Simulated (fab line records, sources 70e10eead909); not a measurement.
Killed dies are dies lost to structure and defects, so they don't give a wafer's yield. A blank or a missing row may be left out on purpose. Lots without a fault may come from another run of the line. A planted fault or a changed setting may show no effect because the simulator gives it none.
Chamber matching | flow nand_harc | NHARC_A_SGD_CUT_ETCHBACK_24 on rie_diel-08: 4 sister chambers
The step etches the open film in CH3F/O2, target depth 50 nm, time 92.857 s. 8 wafers are shown with their chamber, then 9 later ones without.

WAFERS WITH THEIR CHAMBER
wafer  | chamber | showerhead_plenum_p_Torr (Torr) | rf_vpp_V (V)
L076.6 | 3       | 2.49                            | 245.8
L086.3 | 2       | 2.58                            | 245.6
L086.4 | 3       | 2.49                            | 245.6
L088.2 | 0       | 2.38                            | 243.9
L088.5 | 1       | 2.42                            | 240.4
L089.4 | 2       | 2.57                            | 245.3
L089.5 | 0       | 2.38                            | 241.6
L089.6 | 1       | 2.42                            | 242.7

WAFERS WITHOUT THEIR CHAMBER
wafer  | showerhead_plenum_p_Torr (Torr) | rf_vpp_V (V)
L090.1 | 2.42                            | 243.7
L090.4 | 2.58                            | 245.6
L090.5 | 2.58                            | 246.9
L092.1 | 2.49                            | 245.3
L092.2 | 2.38                            | 242.6
L092.6 | 2.57                            | 245.7
L097.3 | 2.42                            | 242.9
L097.4 | 2.38                            | 244.5
L097.6 | 2.57                            | 246.1

WHICH CHAMBER EACH WENT THROUGH
wafer  | from the rows above | in truth
L090.1 | 1                   | 1
L090.4 | 2                   | 2
L090.5 | 2                   | 2
L092.1 | 3                   | 3
L092.2 | 0                   | 0
L092.6 | 2                   | 2
L097.3 | 1                   | 1
L097.4 | 0                   | 0
L097.6 | 2                   | 2
Placed correctly: 9 of 9. Can't be placed from these rows: 0. Placed wrongly: 0.
How it was worked out, from the rows above alone: a wafer's distance from a chamber is the root of the sum, over the readings, of the square of ((its reading less the chamber's mean) divided by the reading's scatter). The wafer belongs to the nearest chamber; if the next one is less than 2 further off, it can't be placed. A chamber's mean is the mean of its shown wafers. The scatter: the root of (the sum of the squares of (reading less its chamber's mean) over the shown wafers, divided by (wafers less chambers)).
